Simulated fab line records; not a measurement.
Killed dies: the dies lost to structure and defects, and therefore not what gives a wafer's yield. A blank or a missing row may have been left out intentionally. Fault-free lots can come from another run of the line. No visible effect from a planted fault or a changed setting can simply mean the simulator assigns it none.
Which tool was responsible? | flow nand_harc | Sampling: 12 lots, 36 wafers, 5 of 1302 route steps

## WHAT THE GAUGES READ, wafer by wafer
NHARC_A_CONTACT_OVL_MEAS_70. Usual: overlay_x_nm -0.1 nm, standard deviation 0.74; overlay_y_nm -0.1 nm, standard deviation 1.
lot  | measured     | on         | overlay_x_nm (nm) | overlay_y_nm (nm) | flag
L523 | day 22 09:38 | overlay-02 | -0.9 -1.9 -1.5    | 0.7 0.9 0.7       |
L524 | day 23 02:16 | overlay-01 | -1.0 -1.4 -0.9    | -0.1 0.2 0.2      |
L527 | day 24 03:41 | overlay-01 | 0.1 0.5 0.7       | 0.8 1.0 1.2       |
L526 | day 24 11:01 | overlay-01 | -0.7 -0.2 0.0     | 0.4 1.0 0.0       |
L528 | day 24 14:35 | overlay-01 | -0.2 -0.3 -1.0    | -0.2 0.1 -0.2     |
L533 | day 25 21:31 | overlay-01 | -0.3 0.0 -0.7     | 0.8 0.7 1.4       |
L532 | day 26 01:11 | overlay-02 | -0.1 -0.5 -0.6    | -1.2 -1.2 -1.7    |
L537 | day 28 01:20 | overlay-02 | -1.0 -1.0 -0.7    | 2.0 1.2 1.4       |
L542 | day 30 09:50 | overlay-01 | 0.0 -0.8 -0.2     | -1.0 -1.0 -1.5    |
L543 | day 30 11:43 | overlay-01 | -0.8 -1.0 -0.8    | -1.5 -1.3 -0.8    |
L544 | day 31 07:47 | overlay-02 | 0.2 -0.1 0.6      | -0.3 -0.5 -1.5    |
L545 | day 31 23:37 | overlay-01 | 0.7 1.1 1.3       | -0.2 -0.5 -0.3    |

NHARC_END_SORT_01. Usual: killed_at_array 54, standard deviation 23; killed_at_other 1.2, standard deviation 1.5; killed_at_periphery 3.9, standard deviation 2.5; killed_dies 59, standard deviation 23; killed_open 3.2, standard deviation 1.7; killed_short 2.4, standard deviation 1.6.
lot  | measured     | on        | killed_at_array | killed_at_other | killed_at_periphery | killed_dies | killed_open | killed_short | flag
L537 | day 30 17:50 | prober-01 | 74 84 73        | 1 0 2           | 7 3 7               | 82 87 82    | 1 1 3       | 1 2 2        |

## WHICH TOOL RAN EACH LOT (tool, then ch and the chambers of the sampled wafers, then the start)
lot  | NHARC_A_CONTACT_STRIP_55                      | NHARC_A_CONTACT_ETCH_78            | NHARC_A_CONTACT_ETCH_130
L523 | rie_diel-04 ch 0,1,2, day 22 09:38 or earlier | rie_diel-04 ch 0,1,3, day 22 13:11 | har_cap_etch-02 ch 0,1, day 22 15:12
L524 | rie_diel-08 ch 1,2,3, day 23 02:16 or earlier | rie_diel-03 ch 0,1,3, day 23 02:58 | har_cap_etch-01 ch 0,1, day 23 05:21
L527 | rie_diel-03 ch 0,2, day 24 03:41 or earlier   | rie_diel-08 ch 1,3, day 24 04:35   | har_cap_etch-01 ch 0,1, day 24 06:30
L526 | rie_diel-03 ch 0,1, day 24 11:01 or earlier   | rie_diel-03 ch 2,3, day 24 11:49   | har_cap_etch-03 ch 0,1, day 24 13:50
L528 | rie_diel-08 ch 0,2,3, day 24 14:35 or earlier | rie_diel-03 ch 0,1,3, day 24 15:35 | har_cap_etch-02 ch 0,1, day 24 17:46
L533 | rie_diel-03 ch 0,2,3, day 25 21:31 or earlier | rie_diel-03 ch 1,2,3, day 25 22:13 | har_cap_etch-02 ch 0,1, day 26 00:14
L532 | rie_diel-03 ch 1,2, day 26 01:11 or earlier   | rie_diel-03 ch 1,2,3, day 26 02:05 | har_cap_etch-03 ch 0,1, day 26 03:59
L537 | rie_diel-04 ch 0,3, day 28 01:20 or earlier   | rie_diel-04 ch 1,3, day 28 02:08   | har_cap_etch-01 ch 0,1, day 28 04:03
L542 | rie_diel-08 ch 0,1,3, day 30 09:50 or earlier | rie_diel-03 ch 1,2,3, day 30 10:32 | har_cap_etch-02 ch 0,1, day 30 12:33
L543 | rie_diel-03 ch 0,2,3, day 30 11:43 or earlier | rie_diel-03 ch 0,1,3, day 30 12:25 | har_cap_etch-03 ch 0,1, day 30 14:26
L544 | rie_diel-03 ch 0,2,3, day 31 07:47 or earlier | rie_diel-03 ch 1,2, day 31 08:30   | har_cap_etch-01 ch 0,1, day 31 10:31
L545 | rie_diel-08 ch 1,2,3, day 31 23:37 or earlier | rie_diel-03 ch 1,2,3, day 32 00:19 | har_cap_etch-02 ch 0,1, day 32 02:20
- NHARC_A_CONTACT_STRIP_55: strips in O2.
- NHARC_A_CONTACT_ETCH_78: etches the open film in O2/COS, target depth 5300 nm, time 1378 s.
- NHARC_A_CONTACT_ETCH_130: etches the open film in C4F8/O2/Ar, time 197 s, target depth 1918 nm.

## WHAT THE TOOLS THEMSELVES READ (means of the sampled wafers that have a number; where no wafer has one, the mark that the record gives instead)
NHARC_A_CONTACT_STRIP_55. Usual: drypump_motor_current_A 5.7 A, standard deviation 0.56; oes_product_au 1.000 a.u., standard deviation 0.007; rf_vpp_V 57.8 V, standard deviation 1; showerhead_plenum_p_Torr 3.51 Torr, standard deviation 0.19; throttle_valve_pct 17.035 %, standard deviation 0.0093.
lot  | tool        | drypump_motor_current_A (A) | oes_product_au (a.u.) | rf_vpp_V (V) | showerhead_plenum_p_Torr (Torr) | throttle_valve_pct (%) | flag
L523 | rie_diel-04 | 5.4                         | 1.003                 | 57.0         | 3.54                            | 17.042                 |
L524 | rie_diel-08 | 5.5                         | 0.996                 | 58.0         | 3.55                            | 17.035                 |
L527 | rie_diel-03 | 5.7                         | 1.001                 | 57.5         | 3.45                            | 17.037                 |
L526 | rie_diel-03 | 5.6                         | 1.003                 | 57.7         | 3.64                            | 17.030                 |
L528 | rie_diel-08 | 5.3                         | 0.994                 | 57.3         | 3.40                            | 17.027                 |
L533 | rie_diel-03 | 5.8                         | 1.004                 | 57.7         | 3.52                            | 17.036                 |
L532 | rie_diel-03 | 6.3                         | 1.006                 | 57.3         | 3.29                            | 17.042                 |
L537 | rie_diel-04 | 5.8                         | 0.998                 | 58.5         | 3.64                            | 17.039                 |
L542 | rie_diel-08 | 5.6                         | 0.995                 | 57.9         | 3.51                            | 17.036                 |
L543 | rie_diel-03 | 5.8                         | 0.996                 | 58.1         | 3.69                            | 17.035                 |
L544 | rie_diel-03 | 5.8                         | 0.993                 | 58.7         | 3.69                            | 17.037                 |
L545 | rie_diel-08 | 5.5                         | 1.002                 | 57.5         | 3.51                            | 17.042                 |

NHARC_A_CONTACT_ETCH_78. Usual: bias_w 300.0 W, standard deviation 0.88; drypump_motor_current_A 5.9 A, standard deviation 0.56; oes_product_au 1.000 a.u., standard deviation 0.0068; rf_vpp_V 314.1 V, standard deviation 2.8; showerhead_plenum_p_Torr 3.12 Torr, standard deviation 0.18; throttle_valve_pct 28.330 %, standard deviation 0.0077.
lot  | tool        | bias_w (W) | drypump_motor_current_A (A) | oes_product_au (a.u.) | rf_vpp_V (V) | showerhead_plenum_p_Torr (Torr) | throttle_valve_pct (%) | flag
L523 | rie_diel-04 | 299.9      | 5.5                         | 1.004                 | 315.0        | 3.23                            | 28.336                 |
L524 | rie_diel-03 | 300.0      | 6.0                         | 1.002                 | 313.8        | 3.14                            | 28.336                 |
L527 | rie_diel-08 | 300.3      | 5.5                         | 0.998                 | 315.0        | 3.18                            | 28.333                 |
L526 | rie_diel-03 | 299.4      | 6.1                         | 1.007                 | 312.8        | 3.03                            | 28.331                 |
L528 | rie_diel-03 | 300.9      | 6.0                         | 1.006                 | 314.0        | 3.13                            | 28.328                 |
L533 | rie_diel-03 | 299.2      | 6.3                         | 1.000                 | 312.5        | 2.98                            | 28.332                 |
L532 | rie_diel-03 | 300.1      | 6.3                         | 0.997                 | 312.0        | 2.98                            | 28.328                 |
L537 | rie_diel-04 | 300.2      | 5.6                         | 0.995                 | 317.1        | 3.32                            | 28.325                 |
L542 | rie_diel-03 | 299.3      | 6.3                         | 1.002                 | 314.5        | 3.13                            | 28.332                 |
L543 | rie_diel-03 | 299.5      | 6.0                         | 0.996                 | 314.3        | 3.12                            | 28.322                 |
L544 | rie_diel-03 | 299.7      | 6.3                         | 1.005                 | 315.8        | 3.22                            | 28.330                 |
L545 | rie_diel-03 | 300.4      | 6.3                         | 0.996                 | 314.4        | 3.13                            | 28.336                 |

## THE ANSWER, worked out from the rows above alone
Rule: a lot counts as off when the mean over its wafers that have a number is more than 3 standard deviations away from the usual mean. Also off: a lot with no number at a reading for which 4 or more lots have one. Any other lot the step has rows for is counted as sound. Order of review: gauges by route order, followed by the tools' own readings, for which a lot's mean as printed above is used. At the first step where some lot is off, the reading lying furthest off is the one used; lots without a number count as furthest.
No lot is off on any of the readings shown, so nothing can be concluded from this.

## WHAT THE SIMULATOR PUT IN
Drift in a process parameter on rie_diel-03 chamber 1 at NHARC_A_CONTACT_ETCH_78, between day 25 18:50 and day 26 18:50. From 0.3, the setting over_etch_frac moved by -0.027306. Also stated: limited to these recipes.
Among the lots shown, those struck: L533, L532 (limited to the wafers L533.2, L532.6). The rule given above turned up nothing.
